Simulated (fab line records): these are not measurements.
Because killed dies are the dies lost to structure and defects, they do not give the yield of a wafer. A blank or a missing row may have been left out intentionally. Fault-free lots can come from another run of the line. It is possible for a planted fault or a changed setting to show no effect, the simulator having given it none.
Chamber matching	flow nand harc	ald hk-04 running NHARC_A_CHANNEL_FILL_D2_ALD_25: 4 sister chambers
The step deposits SiOx, target thk 60 nm, pulse time 10 s, ald cycles 600. 4 wafers are shown with their chamber, then 7 later ones without.

## WAFERS, EACH WITH ITS CHAMBER
wafer	chamber	heater power w (W)
L080.1	3	532
L080.6	0	461
L082.3	2	460
L090.5	1	448

## WAFERS WITH NO CHAMBER GIVEN
wafer	heater power w (W)
L090.6	473
L092.4	576
L092.5	586
L092.6	473
L095.2	454
L095.3	477
L095.6	592

## EACH ONE'S CHAMBER
wafer	from the rows above	in truth
L090.6	can't be placed: 0 or 2 or 1 or 3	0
L092.4	can't be placed: 3 or 0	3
L092.5	can't be placed: 3 or 0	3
L092.6	can't be placed: 0 or 2 or 1 or 3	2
L095.2	can't be placed: 1 or 2 or 0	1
L095.3	can't be placed: 0 or 2 or 1 or 3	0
L095.6	can't be placed: 3 or 0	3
Correctly placed: 0 of 7. Not placeable from these rows: 7 (in 7, the candidates include the true chamber). Placed wrongly: 0.
How it was worked out, from the rows above alone: a wafer's distance from a chamber is the root of the sum, over the readings, of the square of ((its reading less the chamber's mean) divided by the reading's scatter). If the next closest chamber is less than 2 further off than the closest, the wafer can't be placed; otherwise it belongs to the closest. For every chamber, the mean is computed from those of its wafers that are shown. The scatter: root of mean squared gap, hidden wafer to nearest shown wafer, with one shown wafer a chamber.
